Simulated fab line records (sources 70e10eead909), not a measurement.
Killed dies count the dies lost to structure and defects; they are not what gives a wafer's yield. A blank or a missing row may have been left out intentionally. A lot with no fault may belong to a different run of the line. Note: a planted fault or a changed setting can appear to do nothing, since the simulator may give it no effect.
Which tool was responsible? / flow nand-harc / route of 1302 steps, sampled at 1 step: 11 lots, 33 wafers

WHAT THE GAUGES SHOWED, per wafer
NHARC_A_CONTACT_OVL_MEAS_43.
lot=L074; measured=day 22 03:17; on=overlay-02; overlay-x-nm (nm)=-0.6 -0.4 -0.4
lot=L078; measured=day 23 10:45; on=overlay-02; overlay-x-nm (nm)=-0.8 -0.9 -1.6
lot=L080; measured=day 24 15:44; on=overlay-01; overlay-x-nm (nm)=1.2 0.7 1.1
lot=L082; measured=day 25 11:39; on=overlay-02; overlay-x-nm (nm)=0.9 0.6 1.3
lot=L086; measured=day 26 03:01; on=overlay-02; overlay-x-nm (nm)=0.5 0.7 0.9
lot=L087; measured=day 26 11:01; on=overlay-01; overlay-x-nm (nm)=0.1 0.5 0.0
lot=L088; measured=day 27 20:02; on=overlay-01; overlay-x-nm (nm)=-0.4 0.1 -0.9
lot=L090; measured=day 28 14:53; on=overlay-01; overlay-x-nm (nm)=-0.6 -0.3 -0.6
lot=L094; measured=day 30 00:56; on=overlay-02; overlay-x-nm (nm)=0.1 0.0 -0.3
lot=L096; measured=day 30 13:39; on=overlay-02; overlay-x-nm (nm)=-1.2 -1.5 -1.0
lot=L097; measured=day 31 14:08; on=overlay-01; overlay-x-nm (nm)=0.2 0.0 -0.6

EACH LOT AND THE TOOL THAT RAN IT (in order: tool; ch and the chambers of the sampled wafers; start)
No process step before these readings appears in the record.

THE ANSWER, worked out from the rows above alone
Rule: the lots themselves supply what counts as usual. The widest of any qualifying gaps counts: lots, ordered by their means at a reading, are off when they make up no more than a third of the lots, leave a main group of 4 or more, and stand apart from it by 3 or more times the standard deviation of that group's means. The tables above print the reading to a certain number of digits; a main group whose means all agree to those digits is not used. A lot without any number at a reading at which 4 lots or more have one is off too. Any other lot the step has rows for is counted as sound.
No lot is off on any of the readings shown, so nothing can be concluded from this.

WHAT THE SIMULATOR HAD PUT IN
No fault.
